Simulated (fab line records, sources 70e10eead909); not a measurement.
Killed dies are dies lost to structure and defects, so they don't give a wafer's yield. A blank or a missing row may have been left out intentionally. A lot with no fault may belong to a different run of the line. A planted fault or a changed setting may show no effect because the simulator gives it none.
What tool caused it? / flow nand harc / 12 lots, 36 wafers sampled, at 5 steps of a route of 1159

## WHAT EACH GAUGE READ, for each wafer
NHARC_END_SORT_01.
lot=L508; measured=day 21 01:28; on=prober-02; killed at array=24 23 32; killed at other=1 2 1; killed at periphery=3 1 4; killed dies=28 26 37; killed open=2 2 7; killed short=3 1 3
lot=L509; measured=day 21 02:23; on=prober-01; killed at array=32 30 32; killed at other=1 0 0; killed at periphery=2 3 3; killed dies=35 33 35; killed open=4 2 5; killed short=0 0 3
lot=L512; measured=day 21 10:03; on=prober-02; killed at array=20 11 14; killed at other=0 1 0; killed at periphery=1 1 1; killed dies=21 13 15; killed open=5 3 0; killed short=0 1 3
lot=L510; measured=day 21 11:05; on=prober-01; killed at array=28 44 46; killed at other=0 0 3; killed at periphery=2 2 4; killed dies=30 46 53; killed open=1 6 4; killed short=1 1 2
lot=L514; measured=day 22 07:40; on=prober-02; killed at array=41 47 48; killed at other=0 0 0; killed at periphery=2 3 1; killed dies=43 50 49; killed open=3 4 3; killed short=0 6 0
lot=L522; measured=day 24 04:29; on=prober-01; killed at array=663 666 669; killed at other=0 0 0; killed at periphery=14 11 8; killed dies=677 677 677; killed open=1 4 3; killed short=5 1 2

## WHICH TOOL RAN EACH LOT (tool, then ch and the chambers of the sampled wafers, then the start)
lot=L508; NHARC_A_STAIRCASE_TRIM_24=rie diel-02 ch 0,1,3, day 12 13:59 or earlier; NHARC_A_STAIRCASE_ETCH_27=rie diel-02 ch 0,1,3, day 12 13:59 or earlier; NHARC_A_STAIRCASE_ETCH_190=rie diel-02 ch 0,1,2, day 12 13:59; NHARC_A_STAIRCASE_TRIM_191=rie diel-02 ch 1,2,3, day 21 01:28 or earlier
lot=L509; NHARC_A_STAIRCASE_TRIM_24=rie diel-01 ch 0,3, day 12 14:19 or earlier; NHARC_A_STAIRCASE_ETCH_27=rie diel-01 ch 1,2, day 12 14:19 or earlier; NHARC_A_STAIRCASE_ETCH_190=rie diel-02 ch 0,1,2, day 12 14:19; NHARC_A_STAIRCASE_TRIM_191=rie diel-02 ch 1,2, day 21 02:23 or earlier
lot=L512; NHARC_A_STAIRCASE_TRIM_24=rie diel-01 ch 0,2, day 13 06:44 or earlier; NHARC_A_STAIRCASE_ETCH_27=rie diel-01 ch 0,2, day 13 06:44 or earlier; NHARC_A_STAIRCASE_ETCH_190=rie diel-01 ch 1,3, day 13 06:44; NHARC_A_STAIRCASE_TRIM_191=rie diel-01 ch 0,1, day 21 10:03 or earlier
lot=L510; NHARC_A_STAIRCASE_TRIM_24=rie diel-02 ch 1,3, day 13 06:29 or earlier; NHARC_A_STAIRCASE_ETCH_27=rie diel-02 ch 0,1,3, day 13 06:29 or earlier; NHARC_A_STAIRCASE_ETCH_190=rie diel-01 ch 2,3, day 13 06:29; NHARC_A_STAIRCASE_TRIM_191=rie diel-01 ch 0,1, day 21 11:05 or earlier
lot=L515; NHARC_A_STAIRCASE_TRIM_24=rie diel-04 ch 0,1,3, day 14 05:43 or earlier; NHARC_A_STAIRCASE_ETCH_27=rie diel-04 ch 0,2,3, day 14 05:43 or earlier; NHARC_A_STAIRCASE_ETCH_190=rie diel-04 ch 1,2,3, day 14 05:43; NHARC_A_STAIRCASE_TRIM_191=rie diel-04 ch 1,2,3, no start
lot=L514; NHARC_A_STAIRCASE_TRIM_24=rie diel-02 ch 1,3, day 14 05:44 or earlier; NHARC_A_STAIRCASE_ETCH_27=rie diel-02 ch 2,3, day 14 05:44 or earlier; NHARC_A_STAIRCASE_ETCH_190=rie diel-02 ch 1,2, day 14 05:44; NHARC_A_STAIRCASE_TRIM_191=rie diel-02 ch 2,3, day 22 07:40 or earlier
lot=L519; NHARC_A_STAIRCASE_TRIM_24=rie diel-04 ch 0,2,3, day 15 00:02 or earlier; NHARC_A_STAIRCASE_ETCH_27=rie diel-04 ch 0,1, day 15 00:02 or earlier; NHARC_A_STAIRCASE_ETCH_190=rie diel-04 ch 0,1,2, day 15 00:02; NHARC_A_STAIRCASE_TRIM_191=rie diel-04 ch 0,2, no start
lot=L522; NHARC_A_STAIRCASE_TRIM_24=rie diel-02 ch 1,2, day 15 15:06 or earlier; NHARC_A_STAIRCASE_ETCH_27=rie diel-02 ch 0,1,3, day 15 15:06 or earlier; NHARC_A_STAIRCASE_ETCH_190=rie diel-01 ch 0,1,2, day 15 15:06; NHARC_A_STAIRCASE_TRIM_191=rie diel-01 ch 2,3, day 24 04:29 or earlier
lot=L521; NHARC_A_STAIRCASE_TRIM_24=rie diel-01 ch 0,1,2, day 15 13:22 or earlier; NHARC_A_STAIRCASE_ETCH_27=rie diel-02 ch 0,2, day 15 13:22; NHARC_A_STAIRCASE_ETCH_190=rie diel-02 ch 0,1,3, day 15 17:04; NHARC_A_STAIRCASE_TRIM_191=rie diel-02 ch 0,1,2, no start
lot=L523; NHARC_A_STAIRCASE_TRIM_24=rie diel-04 ch 0,1,3, day 16 04:32 or earlier; NHARC_A_STAIRCASE_ETCH_27=rie diel-04 ch 0,3, day 16 04:32 or earlier; NHARC_A_STAIRCASE_ETCH_190=rie diel-01 ch 1,2, day 16 04:32; NHARC_A_STAIRCASE_TRIM_191=rie diel-01 ch 0,1, no start
lot=L524; NHARC_A_STAIRCASE_TRIM_24=rie diel-02 ch 0,1,2, day 16 04:56 or earlier; NHARC_A_STAIRCASE_ETCH_27=rie diel-02 ch 0,1,2, day 16 04:56 or earlier; NHARC_A_STAIRCASE_ETCH_190=rie diel-02 ch 0,2, day 16 04:56; NHARC_A_STAIRCASE_TRIM_191=rie diel-02 ch 0,1,2, no start
lot=L526; NHARC_A_STAIRCASE_TRIM_24=rie diel-02 ch 0,1,2, day 16 15:18 or earlier; NHARC_A_STAIRCASE_ETCH_27=rie diel-02 ch 0,1, day 16 15:18 or earlier; NHARC_A_STAIRCASE_ETCH_190=rie diel-02 ch 0,2,3, day 16 15:18; NHARC_A_STAIRCASE_TRIM_191=rie diel-02 ch 1,2,3, no start
- NHARC_A_STAIRCASE_TRIM_24: chemistry O2, time 211.2 s.
- NHARC_A_STAIRCASE_ETCH_27: etches the open film in C4F8/O2, target depth 100 nm, time 40.5 s.
- NHARC_A_STAIRCASE_ETCH_190: etches the open film in C4F8/O2, target depth 100 nm, time 40.5 s.
- NHARC_A_STAIRCASE_TRIM_191: chemistry O2, time 211.2 s.

## WHAT THE TOOLS THEMSELVES READ (means of the sampled wafers that have a number; where no wafer has one, the mark that the record gives instead)
NHARC_A_STAIRCASE_TRIM_24.
lot=L508; tool=rie diel-02; chamber pressure mTorr (mTorr)=60.00; drypump motor current A (A)=5.9; oes product au (a.u.)=1.006; rf vpp V (V)=58.2; showerhead plenum p Torr (Torr)=3.34; throttle valve pct (%)=17.038
lot=L509; tool=rie diel-01; chamber pressure mTorr (mTorr)=59.93; drypump motor current A (A)=5.3; oes product au (a.u.)=0.996; rf vpp V (V)=58.2; showerhead plenum p Torr (Torr)=3.43; throttle valve pct (%)=17.036
lot=L512; tool=rie diel-01; chamber pressure mTorr (mTorr)=59.98; drypump motor current A (A)=6.1; oes product au (a.u.)=1.004; rf vpp V (V)=58.7; showerhead plenum p Torr (Torr)=3.60; throttle valve pct (%)=17.034
lot=L510; tool=rie diel-02; chamber pressure mTorr (mTorr)=59.98; drypump motor current A (A)=5.9; oes product au (a.u.)=0.999; rf vpp V (V)=58.4; showerhead plenum p Torr (Torr)=3.36; throttle valve pct (%)=17.024
lot=L515; tool=rie diel-04; chamber pressure mTorr (mTorr)=59.99; drypump motor current A (A)=5.5; oes product au (a.u.)=0.991; rf vpp V (V)=57.8; showerhead plenum p Torr (Torr)=3.61; throttle valve pct (%)=17.038
lot=L514; tool=rie diel-02; chamber pressure mTorr (mTorr)=59.98; drypump motor current A (A)=5.6; oes product au (a.u.)=0.996; rf vpp V (V)=57.5; showerhead plenum p Torr (Torr)=3.34; throttle valve pct (%)=17.035
lot=L519; tool=rie diel-04; chamber pressure mTorr (mTorr)=60.00; drypump motor current A (A)=5.3; oes product au (a.u.)=0.985; rf vpp V (V)=58.4; showerhead plenum p Torr (Torr)=3.57; throttle valve pct (%)=17.035
lot=L522; tool=rie diel-02; chamber pressure mTorr (mTorr)=60.02; drypump motor current A (A)=6.1; oes product au (a.u.)=1.002; rf vpp V (V)=57.8; showerhead plenum p Torr (Torr)=3.51; throttle valve pct (%)=17.032
lot=L521; tool=rie diel-01; chamber pressure mTorr (mTorr)=60.01; drypump motor current A (A)=5.8; oes product au (a.u.)=0.997; rf vpp V (V)=57.9; showerhead plenum p Torr (Torr)=3.65; throttle valve pct (%)=17.040
lot=L523; tool=rie diel-04; chamber pressure mTorr (mTorr)=59.96; drypump motor current A (A)=5.5; oes product au (a.u.)=0.998; rf vpp V (V)=57.8; showerhead plenum p Torr (Torr)=3.60; throttle valve pct (%)=17.024
lot=L524; tool=rie diel-02; chamber pressure mTorr (mTorr)=60.03; drypump motor current A (A)=6.1; oes product au (a.u.)=1.003; rf vpp V (V)=57.4; showerhead plenum p Torr (Torr)=3.48; throttle valve pct (%)=17.036
lot=L526; tool=rie diel-02; chamber pressure mTorr (mTorr)=59.97; drypump motor current A (A)=6.1; oes product au (a.u.)=0.996; rf vpp V (V)=57.9; showerhead plenum p Torr (Torr)=3.48; throttle valve pct (%)=17.035

NHARC_A_STAIRCASE_ETCH_27.
lot=L508; tool=rie diel-02; chamber pressure mTorr (mTorr)=25.006; oes product au (a.u.)=0.946; rf vpp V (V)=888; run length s (s)=61.6
lot=L509; tool=rie diel-01; chamber pressure mTorr (mTorr)=25.009; oes product au (a.u.)=0.964; rf vpp V (V)=903; run length s (s)=62.3
lot=L512; tool=rie diel-01; chamber pressure mTorr (mTorr)=25.001; oes product au (a.u.)=0.953; rf vpp V (V)=898; run length s (s)=62.3
lot=L510; tool=rie diel-02; chamber pressure mTorr (mTorr)=25.015; oes product au (a.u.)=0.936; rf vpp V (V)=889; run length s (s)=61.9
lot=L515; tool=rie diel-04; chamber pressure mTorr (mTorr)=24.992; oes product au (a.u.)=0.932; rf vpp V (V)=898; run length s (s)=61.9
lot=L514; tool=rie diel-02; chamber pressure mTorr (mTorr)=24.980; oes product au (a.u.)=0.938; rf vpp V (V)=888; run length s (s)=61.8
lot=L519; tool=rie diel-04; chamber pressure mTorr (mTorr)=24.990; oes product au (a.u.)=0.927; rf vpp V (V)=901; run length s (s)=62.2
lot=L522; tool=rie diel-02; chamber pressure mTorr (mTorr)=25.003; oes product au (a.u.)=0.950; rf vpp V (V)=888; run length s (s)=61.9
lot=L521; tool=rie diel-02; chamber pressure mTorr (mTorr)=25.005; oes product au (a.u.)=0.995; rf vpp V (V)=899; run length s (s)=61.8
lot=L523; tool=rie diel-04; chamber pressure mTorr (mTorr)=24.999; oes product au (a.u.)=0.948; rf vpp V (V)=898; run length s (s)=61.7
lot=L524; tool=rie diel-02; chamber pressure mTorr (mTorr)=24.997; oes product au (a.u.)=0.935; rf vpp V (V)=894; run length s (s)=61.8
lot=L526; tool=rie diel-02; chamber pressure mTorr (mTorr)=24.987; oes product au (a.u.)=0.949; rf vpp V (V)=889; run length s (s)=61.7

NHARC_A_STAIRCASE_ETCH_190.
lot=L508; tool=rie diel-02; chamber pressure mTorr (mTorr)=25.011; oes product au (a.u.)=0.929; rf vpp V (V)=888; run length s (s)=61.6
lot=L509; tool=rie diel-02; chamber pressure mTorr (mTorr)=24.993; oes product au (a.u.)=0.923; rf vpp V (V)=888; run length s (s)=61.5
lot=L512; tool=rie diel-01; chamber pressure mTorr (mTorr)=24.996; oes product au (a.u.)=0.921; rf vpp V (V)=899; run length s (s)=62.1
lot=L510; tool=rie diel-01; chamber pressure mTorr (mTorr)=25.008; oes product au (a.u.)=0.940; rf vpp V (V)=896; run length s (s)=62.4
lot=L515; tool=rie diel-04; chamber pressure mTorr (mTorr)=25.012; oes product au (a.u.)=0.937; rf vpp V (V)=897; run length s (s)=61.4
lot=L514; tool=rie diel-02; chamber pressure mTorr (mTorr)=24.998; oes product au (a.u.)=0.919; rf vpp V (V)=887; run length s (s)=61.7
lot=L519; tool=rie diel-04; chamber pressure mTorr (mTorr)=24.998; oes product au (a.u.)=0.936; rf vpp V (V)=897; run length s (s)=61.9
lot=L522; tool=rie diel-01; chamber pressure mTorr (mTorr)=25.022; oes product au (a.u.)=0.944; rf vpp V (V)=900; run length s (s)=50.0
lot=L521; tool=rie diel-02; chamber pressure mTorr (mTorr)=24.997; oes product au (a.u.)=0.969; rf vpp V (V)=888; run length s (s)=61.7
lot=L523; tool=rie diel-01; chamber pressure mTorr (mTorr)=25.001; oes product au (a.u.)=0.946; rf vpp V (V)=900; run length s (s)=50.3
lot=L524; tool=rie diel-02; chamber pressure mTorr (mTorr)=24.998; oes product au (a.u.)=0.938; rf vpp V (V)=893; run length s (s)=61.6
lot=L526; tool=rie diel-02; chamber pressure mTorr (mTorr)=24.986; oes product au (a.u.)=0.950; rf vpp V (V)=894; run length s (s)=61.4

NHARC_A_STAIRCASE_TRIM_191.
lot=L508; tool=rie diel-02; chamber pressure mTorr (mTorr)=60.04; drypump motor current A (A)=5.8; oes product au (a.u.)=0.994; rf vpp V (V)=56.9; showerhead plenum p Torr (Torr)=3.33; throttle valve pct (%)=17.035
lot=L509; tool=rie diel-02; chamber pressure mTorr (mTorr)=59.98; drypump motor current A (A)=6.0; oes product au (a.u.)=0.994; rf vpp V (V)=57.0; showerhead plenum p Torr (Torr)=3.31; throttle valve pct (%)=17.049
lot=L512; tool=rie diel-01; chamber pressure mTorr (mTorr)=59.98; drypump motor current A (A)=5.5; oes product au (a.u.)=1.001; rf vpp V (V)=58.1; showerhead plenum p Torr (Torr)=3.73; throttle valve pct (%)=17.040
lot=L510; tool=rie diel-01; chamber pressure mTorr (mTorr)=60.03; drypump motor current A (A)=5.5; oes product au (a.u.)=1.001; rf vpp V (V)=58.2; showerhead plenum p Torr (Torr)=3.73; throttle valve pct (%)=17.035
lot=L515; tool=rie diel-04; chamber pressure mTorr (mTorr)=60.05; drypump motor current A (A)=5.7; oes product au (a.u.)=0.996; rf vpp V (V)=57.0; showerhead plenum p Torr (Torr)=3.53; throttle valve pct (%)=17.038
lot=L514; tool=rie diel-02; chamber pressure mTorr (mTorr)=59.98; drypump motor current A (A)=5.4; oes product au (a.u.)=0.999; rf vpp V (V)=57.5; showerhead plenum p Torr (Torr)=3.31; throttle valve pct (%)=17.034
lot=L519; tool=rie diel-04; chamber pressure mTorr (mTorr)=60.00; drypump motor current A (A)=5.3; oes product au (a.u.)=1.001; rf vpp V (V)=58.1; showerhead plenum p Torr (Torr)=3.54; throttle valve pct (%)=17.032
lot=L522; tool=rie diel-01; chamber pressure mTorr (mTorr)=59.94; drypump motor current A (A)=5.8; oes product au (a.u.)=0.999; rf vpp V (V)=57.7; showerhead plenum p Torr (Torr)=3.50; throttle valve pct (%)=17.041
lot=L521; tool=rie diel-02; chamber pressure mTorr (mTorr)=60.02; drypump motor current A (A)=6.1; oes product au (a.u.)=0.996; rf vpp V (V)=57.1; showerhead plenum p Torr (Torr)=3.48; throttle valve pct (%)=17.045
lot=L523; tool=rie diel-01; chamber pressure mTorr (mTorr)=59.98; drypump motor current A (A)=5.5; oes product au (a.u.)=1.000; rf vpp V (V)=57.8; showerhead plenum p Torr (Torr)=3.71; throttle valve pct (%)=17.041
lot=L524; tool=rie diel-02; chamber pressure mTorr (mTorr)=59.93; drypump motor current A (A)=6.1; oes product au (a.u.)=0.991; rf vpp V (V)=57.2; showerhead plenum p Torr (Torr)=3.48; throttle valve pct (%)=17.034
lot=L526; tool=rie diel-02; chamber pressure mTorr (mTorr)=60.02; drypump motor current A (A)=5.8; oes product au (a.u.)=0.999; rf vpp V (V)=58.2; showerhead plenum p Torr (Torr)=3.49; throttle valve pct (%)=17.037

## THE ANSWER, worked out from the rows above alone
Rule: the usual values come from the lots themselves. The widest of any qualifying gaps counts: lots, ordered by their means at a reading, are off when they make up no more than a third of the lots, leave a main group of 4 or more, and stand apart from it by 3 or more times the standard deviation of that group's means. If all means in a main group match to the digits the tables above print for the reading, that group is not used. A lot without any number at a reading at which 4 lots or more have one is off too. The other lots that the step has rows for count as sound. The gauges are gone through in route order, then the tools' own readings, and for those a lot's mean is taken as printed above. At the first step where some lot is off, the reading lying furthest off is the one used; lots without a number count as furthest.
Off: L522, at NHARC_END_SORT_01 (killed at array). The main group has a mean of 31 with a standard deviation of 11. Neither off nor sound, because the step has no rows for them: L515, L519, L521, L523, L524, L526.
A tool fits if, at a process step before that reading, it ran every lot that is off, and no sound lot after the first of them. The gauges at NHARC_END_SORT_01 aren't tried: what is off there is off at NHARC_A_STAIRCASE_ETCH_190 too, on other tools, and a gauge's error can't cause that. With no start given for some of its lots, NHARC_A_STAIRCASE_TRIM_24 uses the hours and lot order of NHARC_A_STAIRCASE_ETCH_190. With no start given for some of its lots, NHARC_A_STAIRCASE_ETCH_27 uses the hours and lot order of NHARC_A_STAIRCASE_ETCH_190. With no start given for some of its lots, NHARC_A_STAIRCASE_TRIM_191 uses the hours and lot order of NHARC_END_SORT_01. Undecided on this evidence; 2 tools fit (rie diel-02 at NHARC_A_STAIRCASE_TRIM_24 and NHARC_A_STAIRCASE_ETCH_27, rie diel-01 at NHARC_A_STAIRCASE_ETCH_190 and NHARC_A_STAIRCASE_TRIM_191).

## WHAT THE SIMULATOR HAD INSERTED
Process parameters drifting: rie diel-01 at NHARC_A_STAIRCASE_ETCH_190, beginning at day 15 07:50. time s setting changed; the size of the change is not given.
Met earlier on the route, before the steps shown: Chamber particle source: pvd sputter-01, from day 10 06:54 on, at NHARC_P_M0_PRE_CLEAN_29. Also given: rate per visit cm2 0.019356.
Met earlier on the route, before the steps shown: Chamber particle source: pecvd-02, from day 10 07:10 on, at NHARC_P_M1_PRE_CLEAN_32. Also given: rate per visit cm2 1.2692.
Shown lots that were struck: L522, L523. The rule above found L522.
